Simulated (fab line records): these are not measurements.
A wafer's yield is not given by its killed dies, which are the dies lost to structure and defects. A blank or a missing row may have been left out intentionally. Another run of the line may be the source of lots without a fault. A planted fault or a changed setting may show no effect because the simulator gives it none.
Chamber matching / flow n5 finfet / 4 sister chambers for N5_HKMG_FIN_ALD_71 on ald metal-01
The step deposits TiN, target thk 1 nm, pulse time 1 s, purge time 3 s. 4 wafers are shown with their chamber, then 10 later ones without.

== WAFERS PAIRED WITH THEIR CHAMBERS ==
wafer=L090.1; chamber=0; heater power w (W)=913
wafer=L090.3; chamber=1; heater power w (W)=827
wafer=L090.4; chamber=2; heater power w (W)=873
wafer=L090.5; chamber=3; heater power w (W)=859

== WAFERS WITHOUT THEIR CHAMBER ==
wafer=L090.6; heater power w (W)=925
wafer=L091.1; heater power w (W)=837
wafer=L091.2; heater power w (W)=874
wafer=L091.6; heater power w (W)=867
wafer=L094.1; heater power w (W)=929
wafer=L094.4; heater power w (W)=868
wafer=L094.6; heater power w (W)=878
wafer=L096.3; heater power w (W)=879
wafer=L096.4; heater power w (W)=839
wafer=L096.6; heater power w (W)=867

== WHICH CHAMBER EACH WENT THROUGH ==
wafer=L090.6; from the rows above=0; in truth=0
wafer=L091.1; from the rows above=can't be placed: 1 or 3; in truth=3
wafer=L091.2; from the rows above=can't be placed: 2 or 3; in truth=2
wafer=L091.6; from the rows above=can't be placed: 2 or 3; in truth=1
wafer=L094.1; from the rows above=0; in truth=0
wafer=L094.4; from the rows above=can't be placed: 2 or 3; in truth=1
wafer=L094.6; from the rows above=can't be placed: 2 or 3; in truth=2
wafer=L096.3; from the rows above=can't be placed: 2 or 3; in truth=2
wafer=L096.4; from the rows above=can't be placed: 1 or 3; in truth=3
wafer=L096.6; from the rows above=can't be placed: 2 or 3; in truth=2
Correctly placed: 2 of 10. Can't be placed from these rows: 8 (the true chamber is among the candidates in 6). Wrongly placed: 0.
How it was worked out, from the rows above alone: a wafer's distance from a chamber is the root of the sum, over the readings, of the square of ((its reading less the chamber's mean) divided by the reading's scatter). The wafer belongs to the nearest chamber; if the next one is less than 2 further off, it can't be placed. A chamber's mean is the mean of its shown wafers. The scatter: root of mean squared gap, hidden wafer to nearest shown wafer, with one shown wafer a chamber.
